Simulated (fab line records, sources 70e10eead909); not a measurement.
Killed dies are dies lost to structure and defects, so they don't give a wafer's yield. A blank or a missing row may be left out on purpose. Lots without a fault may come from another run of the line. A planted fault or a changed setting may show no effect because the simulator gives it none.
A struck lot beside a sound one | flow nand_harc | 13 steps out of a route of 1302
Sound: wafers L372.1, L372.3, L372.6. Struck: wafers L373.2, L373.4, L373.6. The cause comes at the end.
At each step with rows: each side's tool, then ch and its chambers, then its first start. Under that, the readings that differ: sound wafers | struck wafers | difference of the means | sigmas: that difference in standard deviations of wafers without a fault.
alike: readings whose means differ by less than 2 such deviations, and words and numbers that are the same on both sides. not compared: withheld readings, readings that some wafer has no value for, bounds like >300 that may hide the same value, and numbers for which the record gives no deviation and whose values overlap.
The two part at a step that has a row with sigmas, a row that says differs or no value, or rows on one side only. Numbers that don't overlap but have no deviation are shown without sigmas and don't part them. A reading that every wafer of one side lacks parts them only if that side has two wafers or more.

first, 2 steps without rows for these wafers: NHARC_A_SLIT_PRECLEAN_19 (cleans in SC1); NHARC_A_SLIT_SRD_20.
NHARC_A_SLIT_CD_MEAS_21:
  sound on cd_sem-01, day 20 17:54; struck on cd_sem-03, day 21 00:08
  alike: cd_nm
then, 3 steps without rows for these wafers: NHARC_A_SIN_REMOVE_WET_00 (chemistry H3PO4, time 15300 s); NHARC_A_SIN_REMOVE_PRECLEAN_01 (cleans in SC1); NHARC_A_SIN_REMOVE_SRD_02.
NHARC_A_SIN_REMOVE_INSPECT_04:
  sound on defect_inspect-02, day 21 00:34; struck on defect_inspect-02, day 21 06:44
  alike: raw_defect_count
NHARC_A_WL_FILL_ALD_00: deposits Al2O3, target thk 3 nm, pulse time 3 s, ald cycles 30.
  sound on ald_hk-04 ch 0,1,2, day 21 00:38; struck on ald_hk-03 ch 0,2, day 21 06:49
  alike: heater_power_w, precursor_pulse_height_rel
NHARC_A_WL_FILL_RTA_01: time 5 s.
  sound on rtp_anneal-01 ch 0, day 21 01:04; struck on rtp_anneal-01 ch 0, day 21 07:06
  alike: lamp_power_pct, wafer_temp_C_max
NHARC_A_WL_FILL_ALD_02: deposits TiN, target thk 2 nm, pulse time 3 s, ald cycles 100.
  sound on ald_metal-03 ch 0,2,3, day 21 01:22; struck on ald_metal-01 ch 0,1,2, day 21 07:19
  alike: heater_power_w, precursor_pulse_height_rel
NHARC_A_WL_FILL_CVD_03: deposits W, target thk 40 nm, time 279 s.
  sound on cvd_w-02 ch 0,1, day 21 01:47; struck on cvd_w-02 ch 0,1, day 21 07:47
  no value came back on the struck wafers for any of 5 readings (chamber_pressure_Torr (Torr), heater_power_outer_w (W) and others); on the sound wafers chamber_pressure_Torr (Torr) reads 40.02 39.93 39.85
NHARC_A_WL_FILL_ETCHBACK_04: etches the open film in NF3, target depth 60 nm, time 120 s.
  sound on rie_metal-02 ch 0,1, day 21 02:06; struck on rie_metal-02 ch 0,1, day 21 08:06
  alike: drypump_motor_current_A, oes_product_au
  not compared: rf_hours_counter_h
-- the record jumps here: 4 days lie between the struck wafers' starts before and after (it left off in module A_WL_FILL and takes up again in module END, whose first step shown is number 1302 of the route) --
NHARC_END_SORT_01:
  the record has rows for the struck wafers here (prober-02 ch 0, day 25 13:19) and none for the sound ones

WHERE THEY PART
First at NHARC_A_WL_FILL_CVD_03; last, within this record, at NHARC_END_SORT_01.

WHY: what the simulator had put in
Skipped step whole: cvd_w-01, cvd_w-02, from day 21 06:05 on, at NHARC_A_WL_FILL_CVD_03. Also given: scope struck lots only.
